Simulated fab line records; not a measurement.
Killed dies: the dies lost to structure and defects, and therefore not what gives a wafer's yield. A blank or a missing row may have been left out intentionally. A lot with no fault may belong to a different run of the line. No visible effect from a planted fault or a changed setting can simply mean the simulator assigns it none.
Split-lot trial -- flow n5_finfet -- 21 wafers read from 7 lots, route of 1938 steps

## ON THE SPLIT
At N5_SD_EPI_N_PEB_07 (peb time 60 s), the setting peb_time_s was moved away from the recipe's 60 s on 6 of the 21 wafers read, by -14.4% to -6.1%. The other wafers ran this setting at the recipe's value.

## THE PATH FROM SPLIT TO READING: the file shows 1 step between them
- N5_SD_EPI_N_DEVELOP_08: develop time 30 s

## THE READING
Shown in nm: cd_nm at N5_SD_EPI_N_CD_MEAS_09, with target cd 120 nm. A value of 120.0 nm with a standard deviation of 0.72 nm is what fault-free wafers of this fab line usually give.

wafer,"tool, chamber at the split","peb_time_s as run, s",against the recipe,"cd_nm, nm",against lot-mates on the recipe
L076.1,"litho_track-05, 0",60,recipe,119.5,-
L076.4,"litho_track-05, 0",60,recipe,119.0,-
L076.5,"litho_track-05, 0",60,recipe,119.0,-
L084.1,"litho_track-05, 0",51.36,-14.4%,113.8,-6.0
L084.4,"litho_track-05, 0",60,recipe,119.9,-
L084.5,"litho_track-05, 0",60,recipe,119.7,-
L085.1,"litho_track-04, 0",53.49,-10.8%,117.0,-3.6
L085.3,"litho_track-04, 0",60,recipe,120.0,-
L085.5,"litho_track-04, 0",60,recipe,121.2,-
L086.2,"litho_track-04, 0",60,recipe,119.5,-
L086.4,"litho_track-04, 0",60,recipe,119.8,-
L086.5,"litho_track-04, 0",52.44,-12.6%,113.0,-6.7
L088.1,"litho_track-05, 0",55.38,-7.7%,116.1,-4.0
L088.4,"litho_track-05, 0",60,recipe,120.1,-
L088.6,"litho_track-05, 0",55.38,-7.7%,116.0,-4.1
L089.2,"litho_track-05, 0",60,recipe,118.5,-
L089.3,"litho_track-05, 0",60,recipe,118.8,-
L089.6,"litho_track-05, 0",60,recipe,119.5,-
L091.1,"litho_track-05, 0",56.34,-6.1%,118.1,-1.9
L091.4,"litho_track-05, 0",60,recipe,119.5,-
L091.6,"litho_track-05, 0",60,recipe,120.4,-

FIT RESULTS
A straight line over all 21 wafers: cd_nm changes by +0.409 nm for each +1% of peb_time_s; r = +0.93; the points scatter about the line by 0.83 nm.
The same after taking each lot's own level away (the mean of its wafers on the recipe; 21 wafers): +0.443 nm for each +1%; r = +0.97; scatter 0.57 nm.
According to that fit, moving peb_time_s by its largest amount changes the reading by 6.4 nm.
Measured against the standard deviation above, the lots' own levels, which go from 118.93 to 120.60 nm, span 2.3 times it.
So the lot-to-lot level changes the slope little: the two slopes agree.
Check: with one of the wafers moved furthest among these (-14.4%) left out of the fit, the line predicts -6.55 nm for it against its lot-mates. Against them it came out at -6 nm.

## OTHER SPLITS ON THESE WAFERS
Before the reading, these wafers also passed through other splits. Each is held against what the fit with the lots' levels taken away leaves over:
other split on the same wafers,wafers away from the commonest value,r with cd_nm (lot level and that fit taken away)
N5_ZERO_LAYER_PECVD_02 time_s,11,-0.42
N5_ZERO_LAYER_COAT_05 spin_rpm,6,-0.11
N5_PMOS_HMC_CHANNEL_EPI_PEB_07 peb_time_s,6,+0.16
N5_PMOS_HMC_CHANNEL_EPI_ETCH_38 bias_w,6,-0.21
N5_FIN_SAQP_ALD_61 ald_cycles,4,+0.03
N5_FIN_SAQP_COAT_10 spin_rpm,9,-0.03
N5_FIN_CUT_CUT_ETCH_26 source_w,10,+0.23
N5_DUMMY_GATE_CVD_03 temp_c,15,-0.01
N5_DUMMY_GATE_HM_DEP_06 time_s,15,+0.29

## THE FILE'S OWN FIT
cd_nm changes by +0.432 nm for each +1% of peb_time_s, r = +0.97.
